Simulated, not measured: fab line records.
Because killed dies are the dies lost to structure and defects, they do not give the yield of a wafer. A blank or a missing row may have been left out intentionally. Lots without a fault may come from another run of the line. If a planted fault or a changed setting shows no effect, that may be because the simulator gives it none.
fab line records + flow nand-harc + part 1 of 2: steps 1 to 4 of 6
record:
- lots: 24
- wafers: 72
- last-day: 33
route steps=1302 shown A_CONTACT@1040
lots untouched by any fault: they come from a run of this same line in which no faults occurred
start-h: hours from the record's opening day to when the first of the lot's shown wafers began + wait-h: hours since the lot's step before + " the same as in the row above + L1.1+2: one row covering several wafers at once + - no value, or no start given + * or withheld: withheld + < > ~ a bound
route shown NAME@n: a module of which the file shows steps, and the number in the route of the first + usual: mean/standard deviation taken from wafers without a fault + same: alike in all rows + chamber/n: place in a boat + sites: each site's reading + _std_site: the values' standard deviation + _edge_site: mean of outer sites minus mean of inner sites + radius-mm: for every site, how far away it sits from the centre of the wafer + mask NAME#n: copy n + behind: the tool/chamber that last shaped the wafer + hold: why the lot was held/for how many hours/how that ended + device: the transistor (n, p or np) that didn't switch + end of line: the same wafers' tests at the end of the route + where a step has no rows: the recipe by itself + killed: count of dies lost to structure and defects at first sort (not the wafer's yield) + map: a wafer's dies, marking killed ones x, the rest . and places with no die _
set.NAME: the setting as run; set.NAME@STEP: as run at that earlier step + model.NAME: the simulator's own value behind a step, which no gauge read
route steps across a sampled set of lots; one table per step, one row per wafer
services: when a tool's chamber went out of use (start-h, in hours from the record's first day, below 0 if earlier), for how many hours, and the reason
== steps ==
step: NHARC_A_CONTACT_OVL_MEAS_70
usual:
- overlay-x-nm: 0.1/0.66
- overlay-y-nm: -0.2/0.9
| lot.wafer | tool       | chamber | start-h | wait-h | overlay-x-nm | overlay-y-nm |
|-----------|------------|---------|---------|--------|--------------|--------------|
| L074.2    | overlay-02 | -       | 501.83  | -      | 1.1          | -1.0         |
| L074.3    | "          | -       | "       | "      | 1.4          | -1.1         |
| L074.5    | "          | -       | "       | "      | 1.5          | -1.3         |
| L075.2    | overlay-02 | -       | 505.13  | -      | -0.6         | -0.6         |
| L075.3    | "          | -       | "       | "      | -0.1         | -1.0         |
| L075.5    | "          | -       | "       | "      | -0.3         | -0.9         |
| L076.3    | overlay-01 | -       | 513.34  | -      | 0.6          | -0.6         |
| L076.5    | "          | -       | "       | "      | -0.4         | -0.9         |
| L076.6    | "          | -       | "       | "      | 0.0          | -1.2         |
| L077.2    | overlay-01 | -       | 541.73  | -      | -1.0         | -1.4         |
| L077.4    | "          | -       | "       | "      | -0.1         | -2.1         |
| L077.6    | "          | -       | "       | "      | -0.9         | -1.9         |
| L079.2    | overlay-02 | -       | 542.81  | -      | 0.5          | -0.4         |
| L079.5    | "          | -       | "       | "      | 0.4          | -0.3         |
| L079.6    | "          | -       | "       | "      | 0.4          | -1.1         |
| L078.3    | overlay-02 | -       | 548.95  | -      | -0.7         | -0.5         |
| L078.4    | "          | -       | "       | "      | -0.6         | -0.9         |
| L078.5    | "          | -       | "       | "      | -0.9         | -0.8         |
| L080.3    | overlay-01 | -       | 563.00  | -      | 1.2          | 1.8          |
| L080.4    | "          | -       | "       | "      | 1.3          | 0.6          |
| L080.6    | "          | -       | "       | "      | 1.7          | 0.8          |
| L082.2    | overlay-02 | -       | 584.40  | -      | 0.6          | 1.2          |
| L082.4    | "          | -       | "       | "      | 0.4          | 1.3          |
| L082.5    | "          | -       | "       | "      | -0.3         | 1.5          |
| L081.2    | overlay-02 | -       | 586.40  | -      | 0.0          | 0.7          |
| L081.4    | "          | -       | "       | "      | 0.6          | 0.2          |
| L081.6    | "          | -       | "       | "      | 0.7          | 0.4          |
| L083.2    | overlay-01 | -       | 589.56  | -      | 1.4          | -1.5         |
| L083.3    | "          | -       | "       | "      | 0.8          | -0.5         |
| L083.4    | "          | -       | "       | "      | 0.7          | -1.1         |
| L084.3    | overlay-02 | -       | 590.06  | -      | 0.5          | 0.7          |
| L084.4    | "          | -       | "       | "      | 0.6          | 0.1          |
| L084.6    | "          | -       | "       | "      | 0.8          | 0.3          |
| L085.2    | overlay-01 | -       | 617.22  | -      | -1.2         | -0.7         |
| L085.3    | "          | -       | "       | "      | -0.9         | -0.8         |
| L085.5    | "          | -       | "       | "      | -0.4         | -1.2         |
| L086.4    | overlay-02 | -       | 619.35  | -      | 0.2          | 0.7          |
| L086.5    | "          | -       | "       | "      | -0.2         | 0.0          |
| L086.6    | "          | -       | "       | "      | 0.6          | 0.7          |
| L088.2    | overlay-01 | -       | 635.39  | -      | 0.1          | 0.6          |
| L088.3    | "          | -       | "       | "      | 0.2          | 0.4          |
| L088.6    | "          | -       | "       | "      | -0.2         | 0.6          |
| L087.3    | overlay-02 | -       | 636.12  | -      | 0.4          | -0.1         |
| L087.4    | "          | -       | "       | "      | -0.6         | -0.3         |
| L087.6    | "          | -       | "       | "      | -0.3         | 0.1          |
| L089.2    | overlay-02 | -       | 638.65  | -      | -0.1         | 0.2          |
| L089.3    | "          | -       | "       | "      | -0.1         | 1.0          |
| L089.4    | "          | -       | "       | "      | 0.5          | 0.9          |
| L090.4    | overlay-01 | -       | 661.27  | -      | 0.5          | 0.7          |
| L090.5    | "          | -       | "       | "      | -0.4         | 1.2          |
| L090.6    | "          | -       | "       | "      | -0.8         | 0.9          |
| L091.3    | overlay-01 | -       | 662.77  | -      | -0.8         | -0.7         |
| L091.4    | "          | -       | "       | "      | -1.2         | -0.6         |
| L091.5    | "          | -       | "       | "      | -0.6         | -0.3         |
| L093.1    | overlay-02 | -       | 679.61  | -      | 0.4          | 0.1          |
| L093.5    | "          | -       | "       | "      | 0.6          | 0.4          |
| L093.6    | "          | -       | "       | "      | 0.7          | 1.1          |
| L092.3    | overlay-02 | -       | 682.00  | -      | 0.3          | -1.4         |
| L092.4    | "          | -       | "       | "      | 0.6          | -1.2         |
| L092.5    | "          | -       | "       | "      | -0.2         | -1.2         |
| L094.1    | overlay-02 | -       | 693.40  | -      | -1.4         | 0.0          |
| L094.3    | "          | -       | "       | "      | -1.0         | -0.4         |
| L094.6    | "          | -       | "       | "      | -1.4         | 0.0          |
| L095.1    | overlay-02 | -       | 708.05  | -      | -0.2         | -0.5         |
| L095.4    | "          | -       | "       | "      | 0.2          | -0.9         |
| L095.5    | "          | -       | "       | "      | -0.2         | -0.1         |
| L097.1    | overlay-01 | -       | 714.58  | -      | -0.2         | -0.2         |
| L097.3    | "          | -       | "       | "      | 0.4          | -0.8         |
| L097.5    | "          | -       | "       | "      | 0.2          | -0.9         |
| L096.2    | overlay-02 | -       | 716.89  | -      | -0.3         | -1.1         |
| L096.4    | "          | -       | "       | "      | -0.5         | -1.2         |
| L096.5    | "          | -       | "       | "      | -0.1         | -0.2         |
step: NHARC_A_CONTACT_ETCH_124
recipe:
- source-w: withheld
- pressure-mtorr: 20
- bias-v: withheld
- time-s: 140
- target-depth-a: 7000
- ar-flow-sccm: withheld
- c4f8-flow-sccm: withheld
- o2-flow-sccm: withheld
- chemistry: C4F8/O2/Ar
usual:
- chamber-pressure-mTorr: 20.001/0.018
| lot.wafer | tool            | chamber | start-h | wait-h | chamber-pressure-mTorr | rf-hours-counter-h |
|-----------|-----------------|---------|---------|--------|------------------------|--------------------|
| L074.2    | har-cap-etch-02 | 0       | 503.77  | -      | 19.981                 | 79                 |
| L074.3    | "               | 0       | "       | "      | 19.979                 | -                  |
| L074.5    | "               | 0       | "       | "      | 20.030                 | -                  |
| L075.2    | har-cap-etch-02 | 0       | 506.77  | -      | 20.004                 | 81                 |
| L075.3    | "               | 0       | "       | "      | 20.019                 | -                  |
| L075.5    | "               | 0       | "       | "      | 20.015                 | -                  |
| L076.3    | har-cap-etch-02 | 0       | 515.04  | -      | 20.010                 | -                  |
| L076.6    | "               | 0       | "       | "      | 20.012                 | -                  |
| L076.5    | "               | 1       | "       | "      | 19.963                 | -                  |
| L077.2    | har-cap-etch-02 | 1       | 543.39  | -      | 20.001                 | 88                 |
| L077.4    | "               | 1       | "       | "      | 20.043                 | -                  |
| L077.6    | "               | 1       | "       | "      | 19.972                 | -                  |
| L079.2    | har-cap-etch-03 | 1       | 545.28  | -      | 20.016                 | 47                 |
| L079.6    | "               | 1       | "       | "      | 19.996                 | -                  |
| L079.5    | "               | 0       | "       | "      | 20.008                 | -                  |
| L078.4    | har-cap-etch-01 | 0       | 550.67  | -      | 19.994                 | -                  |
| L078.3    | "               | 1       | "       | "      | 19.981                 | -                  |
| L078.5    | "               | 1       | "       | "      | 20.012                 | -                  |
| L080.4    | har-cap-etch-03 | 0       | 564.71  | -      | 19.980                 | -                  |
| L080.3    | "               | 1       | "       | "      | 19.984                 | -                  |
| L080.6    | "               | 1       | "       | "      | 20.021                 | -                  |
| L082.2    | har-cap-etch-02 | 0       | 586.07  | -      | 19.997                 | 95                 |
| L082.4    | "               | 1       | "       | "      | 19.980                 | -                  |
| L082.5    | "               | 0       | "       | "      | 19.980                 | -                  |
| L081.2    | har-cap-etch-01 | 0       | 588.03  | -      | 20.028                 | 10                 |
| L081.4    | "               | 1       | "       | "      | 19.997                 | -                  |
| L081.6    | "               | 1       | "       | "      | 20.015                 | -                  |
| L083.2    | har-cap-etch-03 | 0       | 591.20  | -      | 20.023                 | 58                 |
| L083.3    | "               | 0       | "       | "      | 19.998                 | -                  |
| L083.4    | "               | 1       | "       | "      | 20.000                 | -                  |
| L084.3    | har-cap-etch-02 | 1       | 591.76  | -      | 19.993                 | -                  |
| L084.4    | "               | 0       | "       | "      | 19.995                 | -                  |
| L084.6    | "               | 1       | "       | "      | 20.000                 | -                  |
| L085.2    | har-cap-etch-01 | 0       | 618.85  | -      | 20.002                 | 15                 |
| L085.3    | "               | 1       | "       | "      | 20.006                 | -                  |
| L085.5    | "               | 1       | "       | "      | 19.989                 | -                  |
| L086.4    | har-cap-etch-03 | 1       | 621.13  | -      | 19.997                 | -                  |
| L086.5    | "               | 0       | "       | "      | 20.010                 | -                  |
| L086.6    | "               | 1       | "       | "      | 19.986                 | -                  |
| L088.2    | har-cap-etch-01 | 0       | 637.06  | -      | 19.972                 | 19                 |
| L088.3    | "               | 1       | "       | "      | 20.027                 | -                  |
| L088.6    | "               | 0       | "       | "      | 20.005                 | -                  |
| L087.4    | har-cap-etch-03 | 1       | 637.90  | -      | 20.014                 | -                  |
| L087.3    | "               | 0       | "       | "      | 19.965                 | -                  |
| L087.6    | "               | 0       | "       | "      | 20.008                 | -                  |
| L089.2    | har-cap-etch-02 | 1       | 640.34  | -      | 20.001                 | 106                |
| L089.4    | "               | 0       | "       | "      | 20.034                 | -                  |
| L089.3    | "               | 1       | "       | "      | 19.997                 | -                  |
| L090.4    | har-cap-etch-02 | 0       | 663.02  | -      | 19.987                 | -                  |
| L090.6    | "               | 0       | "       | "      | 20.004                 | -                  |
| L090.5    | "               | 1       | "       | "      | 20.002                 | -                  |
| L091.3    | har-cap-etch-01 | 1       | 664.48  | -      | 19.999                 | -                  |
| L091.4    | "               | 0       | "       | "      | 19.971                 | -                  |
| L091.5    | "               | 1       | "       | "      | 20.014                 | -                  |
| L093.1    | har-cap-etch-03 | 1       | 681.26  | -      | 20.012                 | 75                 |
| L093.6    | "               | 1       | "       | "      | 20.005                 | -                  |
| L093.5    | "               | 0       | "       | "      | 19.991                 | -                  |
| L092.4    | har-cap-etch-02 | 0       | 683.78  | -      | 20.022                 | -                  |
| L092.3    | "               | 1       | "       | "      | 19.965                 | -                  |
| L092.5    | "               | 1       | "       | "      | 19.979                 | -                  |
| L094.1    | har-cap-etch-01 | 1       | 695.04  | -      | 20.001                 | 31                 |
| L094.3    | "               | 1       | "       | "      | 20.012                 | -                  |
| L094.6    | "               | 0       | "       | "      | 20.024                 | -                  |
| L095.1    | har-cap-etch-02 | 1       | 709.74  | -      | 20.000                 | 118                |
| L095.4    | "               | 1       | "       | "      | 20.028                 | -                  |
| L095.5    | "               | 1       | "       | "      | 19.985                 | -                  |
| L097.1    | har-cap-etch-02 | 1       | 716.57  | -      | 19.991                 | 120                |
| L097.3    | "               | 0       | "       | "      | 19.979                 | -                  |
| L097.5    | "               | 1       | "       | "      | 20.007                 | -                  |
| L096.2    | har-cap-etch-03 | 0       | 718.51  | -      | 19.976                 | 83                 |
| L096.4    | "               | 1       | "       | "      | 20.026                 | -                  |
| L096.5    | "               | 1       | "       | "      | 20.013                 | -                  |
step: NHARC_A_CONTACT_ETCH_133
recipe:
- source-w: withheld
- pressure-mtorr: 20
- bias-v: 400
- time-s: 374
- target-depth-a: 16100
- ar-flow-sccm: withheld
- c4f8-flow-sccm: 11.5
- o2-flow-sccm: 7.2
- chemistry: C4F8/O2/Ar
usual:
- chamber-pressure-mTorr: 20.001/0.017
| lot.wafer | tool            | chamber | start-h | wait-h | chamber-pressure-mTorr | rf-hours-counter-h |
|-----------|-----------------|---------|---------|--------|------------------------|--------------------|
| L074.2    | har-cap-etch-02 | 0       | 505.42  | 0.2    | 20.000                 | 80                 |
| L074.3    | "               | 0       | "       | "      | 19.964                 | -                  |
| L074.5    | "               | 0       | "       | "      | 19.998                 | -                  |
| L075.2    | har-cap-etch-02 | 0       | 508.38  | 0.1    | 20.006                 | 82                 |
| L075.3    | "               | 0       | "       | "      | 19.989                 | -                  |
| L075.5    | "               | 0       | "       | "      | 20.028                 | -                  |
| L076.3    | har-cap-etch-02 | 0       | 516.73  | 0.2    | 20.005                 | -                  |
| L076.6    | "               | 0       | "       | "      | 19.986                 | -                  |
| L076.5    | "               | 1       | "       | "      | 19.992                 | -                  |
| L077.2    | har-cap-etch-02 | 1       | 545.01  | 0.1    | 20.002                 | 89                 |
| L077.4    | "               | 1       | "       | "      | 20.005                 | -                  |
| L077.6    | "               | 1       | "       | "      | 20.011                 | -                  |
| L079.2    | har-cap-etch-03 | 1       | 547.43  | 0.2    | 20.021                 | 49                 |
| L079.6    | "               | 1       | "       | "      | 20.016                 | -                  |
| L079.5    | "               | 0       | "       | "      | 19.992                 | -                  |
| L078.4    | har-cap-etch-01 | 0       | 552.69  | 0.2    | 19.990                 | -                  |
| L078.3    | "               | 1       | "       | "      | 20.010                 | -                  |
| L078.5    | "               | 1       | "       | "      | 19.999                 | -                  |
| L080.4    | har-cap-etch-03 | 0       | 566.40  | 0.2    | 19.964                 | -                  |
| L080.3    | "               | 1       | "       | "      | 19.992                 | -                  |
| L080.6    | "               | 1       | "       | "      | 20.006                 | -                  |
| L082.2    | har-cap-etch-02 | 0       | 587.73  | 0.2    | 20.000                 | 96                 |
| L082.4    | "               | 1       | "       | "      | 20.008                 | -                  |
| L082.5    | "               | 0       | "       | "      | 20.004                 | -                  |
| L081.2    | har-cap-etch-01 | 0       | 589.64  | 0.1    | 20.040                 | 12                 |
| L081.4    | "               | 1       | "       | "      | 19.991                 | -                  |
| L081.6    | "               | 1       | "       | "      | 19.988                 | -                  |
| L083.2    | har-cap-etch-03 | 0       | 592.81  | 0.1    | 19.980                 | 59                 |
| L083.3    | "               | 0       | "       | "      | 20.003                 | -                  |
| L083.4    | "               | 1       | "       | "      | 20.001                 | -                  |
| L084.3    | har-cap-etch-02 | 1       | 593.44  | 0.2    | 20.000                 | -                  |
| L084.4    | "               | 0       | "       | "      | 19.994                 | -                  |
| L084.6    | "               | 1       | "       | "      | 20.019                 | -                  |
| L085.2    | har-cap-etch-01 | 0       | 620.47  | 0.1    | 19.992                 | 16                 |
| L085.3    | "               | 1       | "       | "      | 19.992                 | -                  |
| L085.5    | "               | 1       | "       | "      | 20.009                 | -                  |
| L086.4    | har-cap-etch-03 | 1       | 623.44  | 0.4    | 19.988                 | -                  |
| L086.5    | "               | 0       | "       | "      | 20.010                 | -                  |
| L086.6    | "               | 1       | "       | "      | 19.977                 | -                  |
| L088.2    | har-cap-etch-01 | 0       | 638.71  | 0.2    | 19.982                 | 20                 |
| L088.3    | "               | 1       | "       | "      | 19.979                 | -                  |
| L088.6    | "               | 0       | "       | "      | 19.989                 | -                  |
| L087.4    | har-cap-etch-03 | 1       | 639.60  | 0.2    | 19.996                 | -                  |
| L087.3    | "               | 0       | "       | "      | 20.012                 | -                  |
| L087.6    | "               | 0       | "       | "      | 19.983                 | -                  |
| L089.2    | har-cap-etch-02 | 1       | 641.98  | 0.2    | 20.007                 | 108                |
| L089.4    | "               | 0       | "       | "      | 19.983                 | -                  |
| L089.3    | "               | 1       | "       | "      | 20.022                 | -                  |
| L090.4    | har-cap-etch-02 | 0       | 664.71  | 0.2    | 20.005                 | -                  |
| L090.6    | "               | 0       | "       | "      | 20.027                 | -                  |
| L090.5    | "               | 1       | "       | "      | 20.027                 | -                  |
| L091.3    | har-cap-etch-01 | 1       | 666.16  | 0.2    | 20.020                 | -                  |
| L091.4    | "               | 0       | "       | "      | 19.994                 | -                  |
| L091.5    | "               | 1       | "       | "      | 20.022                 | -                  |
| L093.1    | har-cap-etch-03 | 1       | 682.87  | 0.1    | 20.011                 | 77                 |
| L093.6    | "               | 1       | "       | "      | 19.999                 | -                  |
| L093.5    | "               | 0       | "       | "      | 20.001                 | -                  |
| L092.4    | har-cap-etch-02 | 0       | 685.47  | 0.2    | 19.984                 | -                  |
| L092.3    | "               | 1       | "       | "      | 19.955                 | -                  |
| L092.5    | "               | 1       | "       | "      | 19.985                 | -                  |
| L094.1    | har-cap-etch-01 | 1       | 696.66  | 0.1    | 20.007                 | 32                 |
| L094.3    | "               | 1       | "       | "      | 19.980                 | -                  |
| L094.6    | "               | 0       | "       | "      | 19.997                 | -                  |
| L095.1    | har-cap-etch-02 | 1       | 711.92  | 0.2    | 19.975                 | 120                |
| L095.4    | "               | 1       | "       | "      | 20.018                 | -                  |
| L095.5    | "               | 1       | "       | "      | 19.981                 | -                  |
| L097.1    | har-cap-etch-02 | 1       | 718.76  | 0.2    | 20.032                 | 122                |
| L097.3    | "               | 0       | "       | "      | 19.996                 | -                  |
| L097.5    | "               | 1       | "       | "      | 20.000                 | -                  |
| L096.2    | har-cap-etch-03 | 0       | 720.12  | 0.1    | 19.994                 | 84                 |
| L096.4    | "               | 1       | "       | "      | 20.005                 | -                  |
| L096.5    | "               | 1       | "       | "      | 20.015                 | -                  |
step: NHARC_A_CONTACT_ETCH_91
recipe:
- target-depth-a: 400
- over-etch-frac: 0.5
- time-s: 85.7
- ion-energy-ev: 120
- ch3f-flow-sccm: 50
- o2-flow-sccm: 30
- ar-flow-sccm: 200
- rf-w: 500
- bias-w: 100
- chemistry: CH3F/O2
usual:
- chamber-pressure-mTorr: 24.999/0.025
- drypump-motor-current-A: 5.8/0.51
- oes-product-au: 0.94/0.031
- rf-fwd-power-W: 496.4/1.6
- rf-vpp-V: 243.8/1.8
- showerhead-plenum-p-Torr: 2.41/0.12
- throttle-valve-pct: 20.663/0.0092
| lot.wafer | tool        | chamber | start-h | wait-h | chamber-pressure-mTorr | drypump-motor-current-A | oes-product-au | rf-fwd-power-W | rf-hours-counter-h | rf-vpp-V | showerhead-plenum-p-Torr | throttle-valve-pct |
|-----------|-------------|---------|---------|--------|------------------------|-------------------------|----------------|----------------|--------------------|----------|--------------------------|--------------------|
| L074.2    | rie-diel-13 | 3       | 506.15  | 0.7    | 25.045                 | 5.2                     | 0.94           | 495.7          | 24                 | 243.0    | 2.34                     | 20.662             |
| L074.3    | "           | 0       | "       | "      | 24.992                 | 6.5                     | 0.93           | 496.6          | 27                 | 245.3    | 2.61                     | 20.652             |
| L074.5    | "           | 0       | "       | "      | 24.990                 | 6.5                     | 0.93           | 496.5          | -                  | 245.0    | 2.61                     | 20.679             |
| L075.3    | rie-diel-13 | 3       | 509.19  | 0.6    | 24.955                 | 5.2                     | 0.93           | 497.0          | 25                 | 242.7    | 2.34                     | 20.661             |
| L075.2    | "           | 0       | "       | "      | 24.975                 | 6.5                     | 0.92           | 498.5          | 27                 | 245.0    | 2.61                     | 20.659             |
| L075.5    | "           | 1       | "       | "      | 24.961                 | 5.1                     | 0.92           | 497.0          | -                  | 241.5    | 2.30                     | 20.666             |
| L076.3    | rie-diel-13 | 1       | 517.41  | 0.6    | 25.031                 | 5.2                     | 0.91           | 495.0          | 28                 | 241.8    | 2.30                     | 20.662             |
| L076.5    | "           | 3       | "       | "      | 24.980                 | 5.2                     | 0.92           | 498.5          | -                  | 241.3    | 2.34                     | 20.665             |
| L076.6    | "           | 1       | "       | "      | 25.008                 | 5.2                     | 0.93           | 496.3          | -                  | 241.9    | 2.30                     | 20.664             |
| L077.2    | rie-diel-13 | 2       | 545.79  | 0.7    | 24.972                 | 5.9                     | 0.93           | 496.4          | 4                  | 241.5    | 2.33                     | 20.658             |
| L077.4    | "           | 0       | "       | "      | 24.990                 | 6.5                     | 0.94           | 494.7          | 3                  | 246.3    | 2.60                     | 20.650             |
| L077.6    | "           | 3       | "       | "      | 24.975                 | 5.2                     | 0.93           | 497.1          | -                  | 241.8    | 2.33                     | 20.669             |
| L079.2    | rie-diel-13 | 1       | 548.36  | 0.8    | 25.001                 | 5.2                     | 0.92           | 496.7          | 3                  | 243.2    | 2.30                     | 20.642             |
| L079.5    | "           | 1       | "       | "      | 24.995                 | 5.2                     | 0.93           | 496.9          | -                  | 242.6    | 2.30                     | 20.665             |
| L079.6    | "           | 2       | "       | "      | 24.996                 | 5.9                     | 0.92           | 496.9          | -                  | 243.4    | 2.33                     | 20.652             |
| L078.4    | rie-diel-13 | 2       | 553.34  | 0.6    | 25.000                 | 5.9                     | 0.93           | 497.6          | 5                  | 243.0    | 2.33                     | 20.668             |
| L078.3    | "           | 0       | "       | "      | 25.004                 | 6.5                     | 0.94           | 499.7          | 5                  | 247.2    | 2.60                     | 20.659             |
| L078.5    | "           | 3       | "       | "      | 24.983                 | 5.2                     | 0.93           | 494.6          | -                  | 242.2    | 2.33                     | 20.668             |
| L080.3    | rie-diel-10 | 0       | 567.04  | 0.5    | 24.957                 | 6.3                     | 0.93           | 495.6          | 45                 | 243.0    | 2.41                     | 20.669             |
| L080.4    | "           | 2       | "       | "      | 25.023                 | 5.5                     | 0.93           | 497.8          | 45                 | 248.6    | 2.64                     | 20.661             |
| L080.6    | "           | 1       | "       | "      | 24.955                 | 6.1                     | 0.93           | 497.4          | -                  | 244.0    | 2.37                     | 20.659             |
| L082.2    | rie-diel-13 | 2       | 588.45  | 0.6    | 25.010                 | 5.9                     | 0.92           | 497.0          | 11                 | 243.8    | 2.32                     | 20.661             |
| L082.4    | "           | 3       | "       | "      | 24.989                 | 5.2                     | 0.93           | 497.1          | 11                 | 242.0    | 2.33                     | 20.672             |
| L082.5    | "           | 3       | "       | "      | 24.971                 | 5.2                     | 0.93           | 495.1          | -                  | 242.5    | 2.33                     | 20.668             |
| L081.4    | rie-diel-11 | 3       | 590.44  | 0.5    | 24.975                 | 6.3                     | 1.00           | 495.8          | 44                 | 244.5    | 2.50                     | 20.651             |
| L081.2    | "           | 0       | "       | "      | 25.009                 | 5.3                     | 1.01           | 496.6          | 47                 | 246.1    | 2.59                     | 20.663             |
| L081.6    | "           | 2       | "       | "      | 24.992                 | 5.6                     | 1.00           | 496.4          | -                  | 242.5    | 2.34                     | 20.673             |
| L083.2    | rie-diel-13 | 1       | 593.59  | 0.7    | 25.002                 | 5.2                     | 0.92           | 495.9          | 12                 | 242.2    | 2.30                     | 20.668             |
| L083.4    | "           | 2       | "       | "      | 25.020                 | 5.9                     | 0.91           | 496.6          | 12                 | 242.5    | 2.32                     | 20.665             |
| L083.3    | "           | 0       | "       | "      | 24.963                 | 6.5                     | 0.92           | 495.1          | 12                 | 247.0    | 2.60                     | 20.673             |
| L084.3    | rie-diel-13 | 0       | 594.12  | 0.6    | 24.988                 | 6.5                     | 1.00           | 495.8          | 12                 | 244.7    | 2.60                     | 20.658             |
| L084.4    | "           | 1       | "       | "      | 24.977                 | 5.2                     | 0.99           | 499.5          | 13                 | 241.0    | 2.29                     | 20.662             |
| L084.6    | "           | 2       | "       | "      | 25.029                 | 5.9                     | 0.98           | 495.2          | -                  | 242.2    | 2.32                     | 20.658             |
| L085.3    | rie-diel-13 | 2       | 621.26  | 0.5    | 25.020                 | 5.9                     | 0.92           | 497.2          | 18                 | 242.7    | 2.32                     | 20.663             |
| L085.2    | "           | 1       | "       | "      | 25.034                 | 5.2                     | 0.91           | 498.2          | 18                 | 242.2    | 2.29                     | 20.647             |
| L085.5    | "           | 2       | "       | "      | 25.020                 | 5.9                     | 0.92           | 496.4          | -                  | 242.0    | 2.32                     | 20.661             |
| L086.4    | rie-diel-11 | 0       | 624.08  | 0.5    | 25.025                 | 5.3                     | 1.02           | 496.9          | 0                  | 246.1    | 2.59                     | 20.660             |
| L086.5    | "           | 0       | "       | "      | 24.992                 | 5.3                     | 1.02           | 495.8          | -                  | 246.5    | 2.59                     | 20.672             |
| L086.6    | "           | 1       | "       | "      | 24.951                 | 6.3                     | 1.02           | 493.2          | -                  | 244.6    | 2.48                     | 20.654             |
| L088.2    | rie-diel-11 | 3       | 639.44  | 0.7    | 25.007                 | 6.3                     | 0.94           | 496.5          | 5                  | 244.6    | 2.50                     | 20.676             |
| L088.3    | "           | 0       | "       | "      | 24.983                 | 5.3                     | 0.93           | 497.0          | 5                  | 246.7    | 2.58                     | 20.659             |
| L088.6    | "           | 3       | "       | "      | 25.032                 | 6.3                     | 0.94           | 497.0          | -                  | 245.6    | 2.50                     | 20.665             |
| L087.4    | rie-diel-10 | 1       | 640.26  | 0.6    | 24.990                 | 6.1                     | 0.92           | 498.2          | 10                 | 244.0    | 2.36                     | 20.675             |
| L087.3    | "           | 3       | "       | "      | 24.972                 | 6.2                     | 0.93           | 496.3          | 9                  | 245.7    | 2.46                     | 20.657             |
| L087.6    | "           | 1       | "       | "      | 24.981                 | 6.1                     | 0.92           | 500.2          | -                  | 243.2    | 2.36                     | 20.672             |
| L089.3    | rie-diel-13 | 3       | 642.69  | 0.5    | 24.994                 | 5.2                     | 0.93           | 496.4          | 22                 | 244.4    | 2.33                     | 20.650             |
| L089.4    | "           | 0       | "       | "      | 25.043                 | 6.5                     | 0.93           | 498.3          | 21                 | 246.6    | 2.60                     | 20.657             |
| L089.2    | "           | 2       | "       | "      | 25.009                 | 5.9                     | 0.92           | 495.1          | 22                 | 242.2    | 2.32                     | 20.656             |
| L090.4    | rie-diel-10 | 3       | 665.37  | 0.6    | 25.018                 | 6.2                     | 1.02           | 496.4          | 18                 | 245.6    | 2.46                     | 20.658             |
| L090.5    | "           | 2       | "       | "      | 24.991                 | 5.5                     | 1.01           | 496.5          | -                  | 246.6    | 2.63                     | 20.667             |
| L090.6    | "           | 3       | "       | "      | 24.986                 | 6.2                     | 1.01           | 496.2          | -                  | 243.5    | 2.46                     | 20.655             |
| L091.3    | rie-diel-10 | 0       | 666.81  | 0.6    | 24.978                 | 6.3                     | 0.93           | 496.5          | 20                 | 243.2    | 2.40                     | 20.666             |
| L091.4    | "           | 3       | "       | "      | 25.018                 | 6.1                     | 0.93           | 496.4          | 18                 | 245.8    | 2.46                     | 20.670             |
| L091.5    | "           | 0       | "       | "      | 25.009                 | 6.3                     | 0.93           | 499.4          | -                  | 242.2    | 2.40                     | 20.658             |
| L093.1    | rie-diel-13 | 2       | 683.67  | 0.7    | 25.028                 | 5.9                     | 0.92           | 495.6          | 27                 | 243.0    | 2.32                     | 20.666             |
| L093.5    | "           | 1       | "       | "      | 25.010                 | 5.2                     | 0.95           | 496.8          | -                  | 242.4    | 2.29                     | 20.661             |
| L093.6    | "           | 2       | "       | "      | 25.039                 | 5.9                     | 0.91           | 495.1          | -                  | 242.2    | 2.32                     | 20.664             |
| L092.3    | rie-diel-13 | 3       | 686.13  | 0.5    | 24.993                 | 5.2                     | 0.92           | 495.7          | 28                 | 242.3    | 2.32                     | 20.663             |
| L092.4    | "           | 1       | "       | "      | 24.966                 | 5.1                     | 0.91           | 499.1          | 25                 | 242.4    | 2.29                     | 20.652             |
| L092.5    | "           | 3       | "       | "      | 25.016                 | 5.2                     | 0.93           | 497.2          | -                  | 241.8    | 2.32                     | 20.651             |
| L094.3    | rie-diel-10 | 1       | 697.52  | 0.6    | 24.959                 | 6.1                     | 0.92           | 496.9          | 29                 | 243.8    | 2.36                     | 20.658             |
| L094.1    | "           | 3       | "       | "      | 24.982                 | 6.2                     | 0.93           | 497.2          | 27                 | 243.3    | 2.46                     | 20.667             |
| L094.6    | "           | 1       | "       | "      | 25.012                 | 6.1                     | 0.92           | 497.6          | -                  | 242.6    | 2.36                     | 20.666             |
| L095.4    | rie-diel-13 | 1       | 712.77  | 0.6    | 24.995                 | 5.2                     | 0.93           | 496.1          | 1                  | 242.8    | 2.29                     | 20.671             |
| L095.1    | "           | 2       | "       | "      | 25.022                 | 5.9                     | 0.92           | 497.6          | 1                  | 241.9    | 2.32                     | 20.659             |
| L095.5    | "           | 1       | "       | "      | 24.982                 | 5.1                     | 0.94           | 495.0          | -                  | 241.1    | 2.29                     | 20.646             |
| L097.1    | rie-diel-11 | 1       | 719.59  | 0.7    | 25.014                 | 6.4                     | 0.94           | 496.3          | 37                 | 244.2    | 2.47                     | 20.675             |
| L097.3    | "           | 3       | "       | "      | 25.012                 | 6.3                     | 0.95           | 497.3          | 39                 | 245.7    | 2.48                     | 20.675             |
| L097.5    | "           | 1       | "       | "      | 25.016                 | 6.4                     | 0.94           | 495.4          | -                  | 245.4    | 2.47                     | 20.662             |
| L096.2    | rie-diel-11 | 1       | 720.92  | 0.7    | 24.994                 | 6.4                     | 0.94           | 493.0          | 38                 | 244.3    | 2.47                     | 20.670             |
| L096.4    | "           | 3       | "       | "      | 24.971                 | 6.3                     | 0.94           | 498.9          | 39                 | 244.8    | 2.48                     | 20.673             |
| L096.5    | "           | 0       | "       | "      | 24.944                 | 5.3                     | 0.95           | 497.0          | -                  | 246.2    | 2.57                     | 20.656             |
